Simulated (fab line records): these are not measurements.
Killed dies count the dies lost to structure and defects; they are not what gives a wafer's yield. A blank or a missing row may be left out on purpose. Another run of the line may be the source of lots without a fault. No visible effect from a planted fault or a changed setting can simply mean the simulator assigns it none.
What tool caused it? ; flow nand harc ; Sampling: 24 lots, 72 wafers, 3 of 1159 route steps

## WHAT EACH GAUGE READ, for each wafer
NHARC_A_BLC_INSPECT_12.
lot;measured;on;raw defect count
L074;day 17 14:05;defect inspect-02;28 30 31
L076;day 18 10:20;defect inspect-02;29 32 22
L078;day 18 15:17;defect inspect-02;36 32 28
L075;day 18 20:27;defect inspect-02;30 22 25
L077;day 19 01:09;defect inspect-01;19 21 27
L081;day 19 02:38;defect inspect-02;48 30 33
L080;day 19 16:52;defect inspect-02;13 15 15
L082;day 19 18:20;defect inspect-02;25 24 36
L079;day 19 21:02;defect inspect-01;21 13 24
L084;day 19 22:52;defect inspect-02;42 35 24
L083;day 20 00:41;defect inspect-01;22 15 24
L086;day 20 04:10;defect inspect-02;48 52 43
L085;day 20 06:06;defect inspect-01;40 46 41
L087;day 20 07:40;defect inspect-01;24 13 12
L089;day 21 00:50;defect inspect-01;20 14 12
L091;day 21 18:06;defect inspect-01;33 33 21
L093;day 21 19:23;defect inspect-01;34 23 32
L088;day 21 20:23;defect inspect-02;49 46 51
L090;day 21 23:16;defect inspect-02;35 29 35
L092;day 22 01:00;defect inspect-01;32 46 38
L096;day 22 06:09;defect inspect-01;12 20 16
L094;day 22 06:53;defect inspect-01;28 31 34
L095;day 22 13:27;defect inspect-02;57 47 50
L097;day 23 06:35;defect inspect-01;42 42 45

## TOOL THAT RAN EACH LOT (tool first, then ch and the chambers of the sampled wafers, then the start)
lot;NHARC_A_CONTACT_ETCH_133;NHARC_A_CONTACT_STRIP_82
L074;har cap etch-02 ch 0,1, day 16 18:18;rie diel-13 ch 1,3, day 16 19:26
L076;har cap etch-02 ch 0,1, day 17 22:25;rie diel-12 ch 2,3, day 18 10:20 or earlier
L078;har cap etch-02 ch 0,1, day 18 03:34;rie diel-09 ch 1,2,3, day 18 15:17 or earlier
L075;har cap etch-01 ch 1, day 18 05:11;rie diel-12 ch 1,2, day 18 20:27 or earlier
L077;har cap etch-01 ch 0,1, day 18 11:10;rie diel-09 ch 0,1,2, day 19 01:09 or earlier
L081;har cap etch-02 ch 0,1, day 18 12:23;rie diel-12 ch 1,3, day 19 02:38 or earlier
L080;har cap etch-02 ch 0,1, day 18 22:55;rie diel-12 ch 1,3, day 19 16:52 or earlier
L082;har cap etch-03 ch 0,1, day 19 00:39;rie diel-13 ch 0,1,3, day 19 18:20 or earlier
L079;har cap etch-02 ch 1, day 19 04:52;rie diel-12 ch 0,3, day 19 21:02 or earlier
L084;har cap etch-02 ch 0,1, day 19 09:53;rie diel-13 ch 0,2,3, day 19 22:52 or earlier
L083;har cap etch-01 ch 0,1, day 19 11:49;rie diel-09 ch 0,2,3, day 20 00:41 or earlier
L086;har cap etch-01 ch 1, day 19 16:08;rie diel-12 ch 1,3, day 20 04:10 or earlier
L085;har cap etch-02 ch 0,1, day 19 20:36;rie diel-12 ch 0,2, day 20 06:06 or earlier
L087;har cap etch-01 ch 0,1, day 19 21:23;rie diel-12 ch 0,3, day 20 07:40 or earlier
L089;har cap etch-01 ch 0,1, day 20 10:07;rie diel-13 ch 0,2,3, day 21 00:50 or earlier
L091;har cap etch-03 ch 0,1, day 21 01:26;rie diel-12 ch 1,2, day 21 18:06 or earlier
L093;har cap etch-02 ch 0,1, day 21 03:35;rie diel-12 ch 0,2,3, day 21 19:23 or earlier
L088;har cap etch-01 ch 0,1, day 21 04:56;rie diel-09 ch 0,1,3, day 21 20:23 or earlier
L090;har cap etch-01 ch 0,1, day 21 08:47;rie diel-12 ch 0,1,2, day 21 23:16 or earlier
L092;har cap etch-03 ch 0,1, day 21 10:35;rie diel-13 ch 0,1,3, day 22 01:00 or earlier
L096;har cap etch-01 ch 0,1, day 21 19:11;rie diel-13 ch 0,2,3, day 22 06:09 or earlier
L094;har cap etch-03 ch 0,1, day 21 19:38;rie diel-09 ch 0,1, day 22 06:53 or earlier
L095;har cap etch-02 ch 0,1, day 22 00:30;rie diel-12 ch 0,1,3, day 22 13:27 or earlier
L097;har cap etch-03 ch 0,1, day 22 19:34;rie diel-12 ch 0,2,3, day 23 06:35 or earlier
- NHARC_A_CONTACT_ETCH_133: etches the open film in C4F8/O2/Ar, time 195 s, target depth 840 nm.
- NHARC_A_CONTACT_STRIP_82: strips in O2.

## WHAT THE TOOLS THEMSELVES READ (means of the sampled wafers that have a number; where no wafer has one, the mark that the record gives instead)
NHARC_A_CONTACT_ETCH_133.
lot;tool;oes air line au (a.u.)
L074;har cap etch-02;1.014
L076;har cap etch-02;1.018
L078;har cap etch-02;0.994
L075;har cap etch-01;1.022
L077;har cap etch-01;0.993
L081;har cap etch-02;1.009
L080;har cap etch-02;0.998
L082;har cap etch-03;1.014
L079;har cap etch-02;1.002
L084;har cap etch-02;1.016
L083;har cap etch-01;1.026
L086;har cap etch-01;0.994
L085;har cap etch-02;1.000
L087;har cap etch-01;1.031
L089;har cap etch-01;1.014
L091;har cap etch-03;1.001
L093;har cap etch-02;1.005
L088;har cap etch-01;0.983
L090;har cap etch-01;1.009
L092;har cap etch-03;0.994
L096;har cap etch-01;1.000
L094;har cap etch-03;0.997
L095;har cap etch-02;0.991
L097;har cap etch-03;1.001

NHARC_A_CONTACT_STRIP_82.
lot;tool;drypump motor current A (A);oes product au (a.u.);rf vpp V (V);showerhead plenum p Torr (Torr);throttle valve pct (%)
L074;rie diel-13;5.5;1.006;57.5;3.58;17.035
L076;rie diel-12;6.0;1.004;57.0;3.73;17.037
L078;rie diel-09;5.8;1.006;58.4;3.57;17.045
L075;rie diel-12;6.2;1.005;58.3;3.67;17.044
L077;rie diel-09;6.0;0.996;56.7;3.47;17.040
L081;rie diel-12;5.6;0.999;58.0;3.67;17.036
L080;rie diel-12;5.9;0.991;58.0;3.65;17.030
L082;rie diel-13;5.7;0.999;58.2;3.60;17.038
L079;rie diel-12;5.3;0.990;58.5;3.61;17.047
L084;rie diel-13;5.9;1.002;57.9;3.46;17.044
L083;rie diel-09;5.5;1.004;57.6;3.67;17.032
L086;rie diel-12;5.9;1.001;57.5;3.65;17.033
L085;rie diel-12;5.6;1.004;57.4;3.57;17.038
L087;rie diel-12;5.3;1.000;57.2;3.55;17.039
L089;rie diel-13;5.9;0.993;57.7;3.46;17.035
L091;rie diel-12;6.2;1.006;58.2;3.67;17.042
L093;rie diel-12;5.6;1.013;58.8;3.63;17.033
L088;rie diel-09;6.0;0.986;58.3;3.61;17.030
L090;rie diel-12;6.0;1.001;57.7;3.62;17.030
L092;rie diel-13;5.7;1.010;57.9;3.59;17.035
L096;rie diel-13;5.9;1.002;58.0;3.45;17.029
L094;rie diel-09;6.1;0.997;58.3;3.68;17.037
L095;rie diel-12;5.6;1.001;58.7;3.59;17.032
L097;rie diel-12;5.6;1.004;57.7;3.62;17.035

## THE ANSWER, worked out from the rows above alone
Rule: the usual values come from the lots themselves. The widest of any qualifying gaps counts: lots, ordered by their means at a reading, are off when they make up no more than a third of the lots, leave a main group of 4 or more, and stand apart from it by 3 or more times the standard deviation of that group's means. Not used: any main group whose means are identical at the precision the tables above print for the reading. Also off: a lot with no number at a reading for which 4 or more lots have one. Where the step has rows for the other lots, those lots are counted as sound. First the gauges in route order, then the tools' own readings, where a lot's mean is used as printed above. At the first step where some lot is off, the reading lying furthest off is the one used; lots without a number count as furthest.
Nothing can be told from this: no lot is off at any reading shown.

## WHAT THE SIMULATOR HAD INSERTED
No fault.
